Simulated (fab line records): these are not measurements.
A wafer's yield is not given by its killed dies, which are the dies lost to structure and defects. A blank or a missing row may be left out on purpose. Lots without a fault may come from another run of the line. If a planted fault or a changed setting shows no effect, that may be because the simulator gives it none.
Chamber matching + flow nand-harc + NHARC_A_STAIRCASE_STRIP_476 on rie-diel-05: 4 sister chambers
The step strips in O2, time 20 s. 8 wafers are shown with their chamber, then 8 later ones without.

## WAFERS PAIRED WITH THEIR CHAMBERS
| wafer  | chamber | showerhead-plenum-p-Torr (Torr) | drypump-motor-current-A (A) |
|--------|---------|---------------------------------|-----------------------------|
| L074.3 | 0       | 3.33                            | 5.73                        |
| L079.5 | 2       | 3.50                            | 5.36                        |
| L084.1 | 2       | 3.49                            | 5.35                        |
| L084.3 | 3       | 3.77                            | 5.80                        |
| L083.3 | 1       | 3.35                            | 5.72                        |
| L083.4 | 0       | 3.32                            | 5.70                        |
| L083.5 | 1       | 3.35                            | 5.74                        |
| L089.3 | 3       | 3.77                            | 5.81                        |

## WAFERS WHOSE CHAMBER IS MISSING
| wafer  | showerhead-plenum-p-Torr (Torr) | drypump-motor-current-A (A) |
|--------|---------------------------------|-----------------------------|
| L089.5 | 3.31                            | 5.73                        |
| L089.6 | 3.35                            | 5.73                        |
| L090.1 | 3.31                            | 5.70                        |
| L090.4 | 3.77                            | 5.79                        |
| L090.5 | 3.35                            | 5.73                        |
| L096.2 | 3.30                            | 5.72                        |
| L096.4 | 3.48                            | 5.36                        |
| L096.5 | 3.30                            | 5.72                        |

## CHAMBER TAKEN BY EACH
| wafer  | from the rows above | in truth |
|--------|---------------------|----------|
| L089.5 | 0                   | 0        |
| L089.6 | 1                   | 1        |
| L090.1 | 0                   | 0        |
| L090.4 | 3                   | 3        |
| L090.5 | 1                   | 1        |
| L096.2 | 0                   | 0        |
| L096.4 | 2                   | 2        |
| L096.5 | 0                   | 0        |
8 of 8 placed correctly. Number that these rows cannot place: 0. Wrongly placed: 0.
How it was worked out, from the rows above alone: a wafer's distance from a chamber is the root of the sum, over the readings, of the square of ((its reading less the chamber's mean) divided by the reading's scatter). The wafer belongs to the nearest chamber; if the next one is less than 2 further off, it can't be placed. The mean given for a chamber averages the wafers shown for that chamber. How the scatter is found: for the shown wafers, subtract from each reading the mean of its chamber, square and add these, divide the total by (wafers less chambers), then take the root.
